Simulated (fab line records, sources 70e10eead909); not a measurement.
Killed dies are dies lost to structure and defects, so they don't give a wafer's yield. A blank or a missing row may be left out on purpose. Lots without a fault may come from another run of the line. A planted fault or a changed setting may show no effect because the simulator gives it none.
Which tool did it? | flow nand_harc | 24 lots, 72 wafers sampled, at 5 steps of a route of 1302

WHAT THE GAUGES READ, wafer by wafer
NHARC_A_SGD_CUT_THK_MEAS_22: measures by ellipsometry.
lot  | measured     | on            | thk_nm (nm)
L074 | day 19 05:30 | film_metro-01 | 147.6 147.2 148.0
L075 | day 20 00:31 | film_metro-02 | 147.5 148.4 148.3
L076 | day 20 00:31 | film_metro-01 | 149.3 149.4 151.1
L077 | day 20 10:25 | film_metro-02 | 145.6 148.9 147.9
L078 | day 20 23:40 | film_metro-02 | 147.2 149.4 147.7
L079 | day 21 03:01 | film_metro-02 | 147.8 147.1 148.9
L080 | day 21 21:13 | film_metro-02 | 148.7 149.1 151.6
L081 | day 22 13:27 | film_metro-02 | 147.7 150.6 148.7
L083 | day 22 22:47 | film_metro-01 | 148.0 147.2 148.8
L082 | day 22 22:47 | film_metro-02 | 148.6 144.1 148.0
L085 | day 24 02:10 | film_metro-02 | 150.3 147.8 146.7
L084 | day 24 02:10 | film_metro-01 | 147.9 148.3 149.2
L087 | day 24 06:52 | film_metro-01 | 149.8 148.4 149.4
L089 | day 24 16:43 | film_metro-01 | 146.8 146.6 147.9
L086 | day 24 16:43 | film_metro-02 | 149.8 146.7 148.5
L088 | day 24 16:43 | film_metro-01 | 148.0 149.1 146.9
L091 | day 26 04:11 | film_metro-01 | 148.7 149.2 148.9
L090 | day 26 04:11 | film_metro-02 | 148.0 148.8 146.7
L092 | day 26 11:35 | film_metro-02 | 147.2 148.7 147.7
L094 | day 27 07:23 | film_metro-01 | 145.8 146.7 147.7
L093 | day 27 07:23 | film_metro-02 | 149.2 148.8 148.9
L096 | day 28 03:37 | film_metro-01 | 149.5 149.0 148.6
L095 | day 28 03:37 | film_metro-02 | 146.2 148.0 149.0
L097 | day 29 13:17 | film_metro-02 | 150.5 149.4 151.5

NHARC_A_SLIT_INSPECT_11.
lot  | measured     | on                | raw_defect_count
L074 | day 19 12:40 | defect_inspect-01 | 104 118 94
L075 | day 20 06:04 | defect_inspect-02 | 109 119 114
L076 | day 20 07:01 | defect_inspect-02 | 21 28 20
L077 | day 20 15:54 | defect_inspect-02 | 60 65 53
L078 | day 21 07:52 | defect_inspect-02 | 29 29 21
L079 | day 21 15:41 | defect_inspect-02 | 64 47 72
L080 | day 22 05:35 | defect_inspect-01 | 73 68 55
L081 | day 22 18:52 | defect_inspect-01 | 30 21 28
L083 | day 23 06:10 | defect_inspect-01 | 73 75 83
L082 | day 23 04:50 | defect_inspect-01 | 72 95 70
L085 | day 24 09:58 | defect_inspect-02 | 61 60 59
L084 | day 24 07:41 | defect_inspect-01 | 31 34 33
L087 | day 24 18:17 | defect_inspect-01 | 46 27 31
L089 | day 24 23:19 | defect_inspect-01 | 59 48 67
L086 | day 24 22:22 | defect_inspect-02 | 30 28 21
L088 | day 24 22:12 | defect_inspect-01 | 42 45 51
L091 | day 26 12:16 | defect_inspect-02 | 51 54 56
L090 | day 26 14:00 | defect_inspect-02 | 19 18 24
L092 | day 27 01:55 | defect_inspect-01 | 47 40 54
L094 | day 27 13:27 | defect_inspect-02 | 58 61 69
L093 | day 27 14:38 | defect_inspect-01 | 59 72 64
L096 | day 28 09:04 | defect_inspect-02 | 55 63 40
L095 | day 28 09:47 | defect_inspect-01 | 26 36 32
L097 | day 29 20:13 | defect_inspect-02 | 33 39 34

WHICH TOOL RAN EACH LOT (tool, then ch and the chambers of the sampled wafers, then the start)
lot  | NHARC_A_STAIRCASE_DEP_322       | NHARC_A_SGD_CUT_ETCH_59                       | NHARC_A_SGD_CUT_STRIP_17
L074 | pecvd-04 ch 0,1, day 17 23:40   | rie_diel-09 ch 1,2,3, day 19 05:30 or earlier | rie_diel-09 ch 1,2,3, day 19 05:30 or earlier
L075 | pecvd-03 ch 0,2, day 18 15:39   | rie_diel-09 ch 1,2, day 20 00:31 or earlier   | rie_diel-09 ch 0,1,3, day 20 00:31 or earlier
L076 | pecvd-04 ch 1,2, day 18 15:44   | rie_diel-02 ch 0,1,2, day 20 00:31 or earlier | rie_diel-02 ch 0,2,3, day 20 00:31 or earlier
L077 | pecvd-02 ch 0,2, day 19 01:53   | rie_diel-02 ch 1,2,3, day 20 10:25 or earlier | rie_diel-02 ch 1,2,3, day 20 10:25 or earlier
L078 | pecvd-02 ch 1,2, day 19 11:49   | rie_diel-02 ch 0,2, day 20 23:40 or earlier   | rie_diel-02 ch 1,3, day 20 23:40 or earlier
L079 | pecvd-02 ch 1,2, day 19 18:44   | rie_diel-09 ch 0,1,3, day 21 03:01 or earlier | rie_diel-09 ch 0,2,3, day 21 03:01 or earlier
L080 | pecvd-02 ch 0,2, day 20 08:52   | rie_diel-11 ch 0,2, day 21 21:13 or earlier   | rie_diel-11 ch 0,2,3, day 21 21:13 or earlier
L081 | pecvd-02 ch 0,1,2, day 20 22:20 | rie_diel-02 ch 0,3, day 22 13:27 or earlier   | rie_diel-02 ch 1,2,3, day 22 13:27 or earlier
L083 | pecvd-02 ch 1,2, day 21 13:31   | rie_diel-09 ch 0,2, day 22 22:47 or earlier   | rie_diel-09 ch 0,1,2, day 22 22:47 or earlier
L082 | pecvd-03 ch 0,1,2, day 21 13:53 | rie_diel-11 ch 1,2, day 22 22:47 or earlier   | rie_diel-11 ch 0,2,3, day 22 22:47 or earlier
L085 | pecvd-03 ch 0,1,2, day 22 15:09 | rie_diel-09 ch 0,3, day 24 02:10 or earlier   | rie_diel-09 ch 1,3, day 24 02:10 or earlier
L084 | pecvd-04 ch 0,1,2, day 22 15:09 | rie_diel-02 ch 0,2,3, day 24 02:10 or earlier | rie_diel-02 ch 0,1,3, day 24 02:10 or earlier
L087 | pecvd-02 ch 0,1,2, day 22 21:38 | rie_diel-09 ch 0,1,3, day 24 06:52 or earlier | rie_diel-09 ch 0,1,3, day 24 06:52 or earlier
L089 | pecvd-02 ch 0,1, day 23 09:07   | rie_diel-09 ch 1,2,3, day 24 16:43 or earlier | rie_diel-09 ch 1,2,3, day 24 16:43 or earlier
L086 | pecvd-03 ch 0,1, day 23 09:07   | rie_diel-09 ch 1,2,3, day 24 16:43 or earlier | rie_diel-09 ch 0,1,2, day 24 16:43 or earlier
L088 | pecvd-04 ch 0,1,2, day 23 09:13 | rie_diel-02 ch 0,2, day 24 16:43 or earlier   | rie_diel-02 ch 2,3, day 24 16:43 or earlier
L091 | pecvd-04 ch 0,1,2, day 24 21:18 | rie_diel-11 ch 0,1, day 26 04:11 or earlier   | rie_diel-11 ch 0,2,3, day 26 04:11 or earlier
L090 | pecvd-03 ch 0,2, day 24 21:23   | rie_diel-02 ch 0,1,2, day 26 04:11 or earlier | rie_diel-02 ch 0,1,3, day 26 04:11 or earlier
L092 | pecvd-02 ch 0,2, day 25 04:27   | rie_diel-11 ch 1,2, day 26 11:35 or earlier   | rie_diel-11 ch 0,1,2, day 26 11:35 or earlier
L094 | pecvd-03 ch 0,1, day 25 21:39   | rie_diel-09 ch 1,2,3, day 27 07:23 or earlier | rie_diel-09 ch 0,1,3, day 27 07:23 or earlier
L093 | pecvd-04 ch 0,1, day 25 21:44   | rie_diel-11 ch 0,1,3, day 27 07:23 or earlier | rie_diel-11 ch 0,1, day 27 07:23 or earlier
L096 | pecvd-03 ch 0,1,2, day 26 17:16 | rie_diel-11 ch 1,2, day 28 03:37 or earlier   | rie_diel-11 ch 0,2, day 28 03:37 or earlier
L095 | pecvd-02 ch 0,1,2, day 26 17:16 | rie_diel-09 ch 1,3, day 28 03:37 or earlier   | rie_diel-09 ch 0,1,3, day 28 03:37 or earlier
L097 | pecvd-03 ch 0,2, day 28 02:50   | rie_diel-11 ch 2,3, day 29 13:17 or earlier   | rie_diel-11 ch 0,1, day 29 13:17 or earlier
- NHARC_A_STAIRCASE_DEP_322: deposits SiO2, target thk 7200 nm.
- NHARC_A_SGD_CUT_ETCH_59: etches the open film in N2/H2, target depth 260 nm, time 406.25 s.
- NHARC_A_SGD_CUT_STRIP_17: strips in O2.

WHAT THE TOOLS THEMSELVES READ (means of the sampled wafers that have a number; where no wafer has one, the mark that the record gives instead)
NHARC_A_STAIRCASE_DEP_322.
lot  | tool     | heater_power_outer_w (W) | heater_power_w (W) | rf_fwd_power_W (W)
L074 | pecvd-04 | 382                      | 631                | 499.8
L075 | pecvd-03 | 359                      | 632                | 499.3
L076 | pecvd-04 | 370                      | 621                | 499.7
L077 | pecvd-02 | 424                      | 733                | 497.9
L078 | pecvd-02 | 320                      | 557                | 497.7
L079 | pecvd-02 | 384                      | 661                | 500.3
L080 | pecvd-02 | 429                      | 739                | 501.2
L081 | pecvd-02 | 344                      | 602                | 497.4
L083 | pecvd-02 | 335                      | 589                | 500.2
L082 | pecvd-03 | 342                      | 604                | 497.3
L085 | pecvd-03 | 360                      | 637                | 499.9
L084 | pecvd-04 | 385                      | 643                | 501.2
L087 | pecvd-02 | 340                      | 612                | 499.3
L089 | pecvd-02 | 422                      | 725                | 499.2
L086 | pecvd-03 | 362                      | 656                | 498.8
L088 | pecvd-04 | 377                      | 621                | 498.7
L091 | pecvd-04 | 384                      | 643                | 500.9
L090 | pecvd-03 | 354                      | 614                | 500.0
L092 | pecvd-02 | 416                      | 722                | 500.4
L094 | pecvd-03 | 362                      | 671                | 500.1
L093 | pecvd-04 | 379                      | 633                | 497.8
L096 | pecvd-03 | 358                      | 646                | 499.9
L095 | pecvd-02 | 363                      | 644                | 498.7
L097 | pecvd-03 | 394                      | 680                | 498.2

NHARC_A_SGD_CUT_ETCH_59.
lot  | tool        | drypump_motor_current_A (A) | oes_product_au (a.u.) | rf_fwd_power_W (W) | rf_vpp_V (V) | showerhead_plenum_p_Torr (Torr) | throttle_valve_pct (%)
L074 | rie_diel-09 | 5.3                         | 1.008                 | 399.1              | 432.3        | 2.09                            | 14.171
L075 | rie_diel-09 | 5.6                         | 1.003                 | 400.7              | 431.9        | 2.05                            | 14.175
L076 | rie_diel-02 | 5.8                         | 1.000                 | 401.7              | 432.0        | 2.12                            | 14.162
L077 | rie_diel-02 | 5.7                         | 1.011                 | 399.4              | 431.6        | 2.08                            | 14.174
L078 | rie_diel-02 | 5.4                         | 0.993                 | 400.2              | 433.4        | 2.13                            | 14.167
L079 | rie_diel-09 | 5.4                         | 1.001                 | 398.0              | 429.6        | 2.02                            | 14.175
L080 | rie_diel-11 | 5.6                         | 1.000                 | 399.7              | 428.2        | 1.97                            | 14.180
L081 | rie_diel-02 | 5.9                         | 1.006                 | 399.8              | 429.0        | 1.98                            | 14.178
L083 | rie_diel-09 | 5.5                         | 0.995                 | 398.8              | 429.2        | 2.01                            | 14.159
L082 | rie_diel-11 | 6.4                         | 0.984                 | 399.7              | 430.6        | 2.04                            | 14.164
L085 | rie_diel-09 | 5.3                         | 1.000                 | 398.5              | 430.0        | 2.00                            | 14.176
L084 | rie_diel-02 | 5.7                         | 0.993                 | 398.7              | 431.0        | 2.03                            | 14.179
L087 | rie_diel-09 | 5.4                         | 0.999                 | 399.6              | 429.3        | 2.02                            | 14.169
L089 | rie_diel-09 | 5.3                         | 1.009                 | 398.9              | 431.6        | 2.09                            | 14.164
L086 | rie_diel-09 | 5.3                         | 1.009                 | 399.5              | 430.8        | 2.09                            | 14.169
L088 | rie_diel-02 | 5.5                         | 0.983                 | 399.5              | 432.7        | 2.13                            | 14.169
L091 | rie_diel-11 | 6.3                         | 0.980                 | 399.1              | 428.3        | 1.97                            | 14.166
L090 | rie_diel-02 | 5.8                         | 1.000                 | 399.0              | 432.0        | 2.11                            | 14.165
L092 | rie_diel-11 | 6.2                         | 0.985                 | 399.1              | 431.4        | 2.06                            | 14.166
L094 | rie_diel-09 | 5.3                         | 1.013                 | 398.9              | 431.6        | 2.09                            | 14.176
L093 | rie_diel-11 | 5.8                         | 0.999                 | 398.3              | 430.1        | 2.02                            | 14.171
L096 | rie_diel-11 | 6.2                         | 0.997                 | 399.4              | 431.6        | 2.06                            | 14.164
L095 | rie_diel-09 | 5.4                         | 1.003                 | 399.4              | 430.7        | 2.04                            | 14.175
L097 | rie_diel-11 | 5.6                         | 1.003                 | 399.2              | 432.9        | 2.13                            | 14.174

NHARC_A_SGD_CUT_STRIP_17.
lot  | tool        | drypump_motor_current_A (A) | oes_product_au (a.u.) | rf_vpp_V (V) | showerhead_plenum_p_Torr (Torr) | throttle_valve_pct (%)
L074 | rie_diel-09 | 5.3                         | 1.005                 | 57.9         | 3.61                            | 17.043
L075 | rie_diel-09 | 5.4                         | 1.002                 | 58.1         | 3.50                            | 17.036
L076 | rie_diel-02 | 5.6                         | 0.993                 | 57.5         | 3.52                            | 17.035
L077 | rie_diel-02 | 5.7                         | 0.999                 | 58.1         | 3.60                            | 17.039
L078 | rie_diel-02 | 6.0                         | 1.022                 | 57.3         | 3.58                            | 17.043
L079 | rie_diel-09 | 5.3                         | 1.002                 | 57.5         | 3.58                            | 17.045
L080 | rie_diel-11 | 5.6                         | 0.995                 | 57.6         | 3.54                            | 17.030
L081 | rie_diel-02 | 5.8                         | 0.999                 | 56.7         | 3.59                            | 17.028
L083 | rie_diel-09 | 5.5                         | 1.008                 | 58.1         | 3.51                            | 17.035
L082 | rie_diel-11 | 5.6                         | 0.998                 | 57.7         | 3.54                            | 17.041
L085 | rie_diel-09 | 5.2                         | 1.008                 | 58.3         | 3.60                            | 17.038
L084 | rie_diel-02 | 6.0                         | 1.001                 | 57.6         | 3.50                            | 17.033
L087 | rie_diel-09 | 5.4                         | 1.000                 | 58.3         | 3.50                            | 17.040
L089 | rie_diel-09 | 5.3                         | 1.010                 | 58.3         | 3.61                            | 17.036
L086 | rie_diel-09 | 5.5                         | 1.008                 | 57.9         | 3.51                            | 17.046
L088 | rie_diel-02 | 5.4                         | 0.982                 | 58.5         | 3.61                            | 17.028
L091 | rie_diel-11 | 5.6                         | 0.996                 | 57.7         | 3.54                            | 17.031
L090 | rie_diel-02 | 6.0                         | 1.004                 | 57.8         | 3.50                            | 17.031
L092 | rie_diel-11 | 6.0                         | 0.992                 | 57.3         | 3.47                            | 17.042
L094 | rie_diel-09 | 5.4                         | 1.004                 | 58.3         | 3.50                            | 17.035
L093 | rie_diel-11 | 5.8                         | 0.980                 | 57.2         | 3.37                            | 17.040
L096 | rie_diel-11 | 5.6                         | 0.995                 | 57.8         | 3.41                            | 17.033
L095 | rie_diel-09 | 5.4                         | 0.999                 | 58.0         | 3.50                            | 17.032
L097 | rie_diel-11 | 6.3                         | 0.978                 | 56.6         | 3.42                            | 17.043

THE ANSWER, worked out from the rows above alone
Rule: what is usual is taken from the lots themselves. Put in order of their means at a reading, lots are off if they are a third of the lots or fewer, leave a main group of 4 or more, and stand apart from it by a gap of 3 or more times the standard deviation of the main group's means; of several such gaps the widest counts. A main group whose means are all the same, to the digits that the tables above print for the reading, isn't used. A lot without any number at a reading at which 4 lots or more have one is off too. The other lots that the step has rows for count as sound. The gauges are gone through in route order, then the tools' own readings, and for those a lot's mean is taken as printed above. The first step at which some lot is off is used, and at that step the reading that is off furthest; a lot without a number counts as furthest.
No lot is off at any reading shown: from this, nothing can be told.

WHAT THE SIMULATOR HAD PUT IN
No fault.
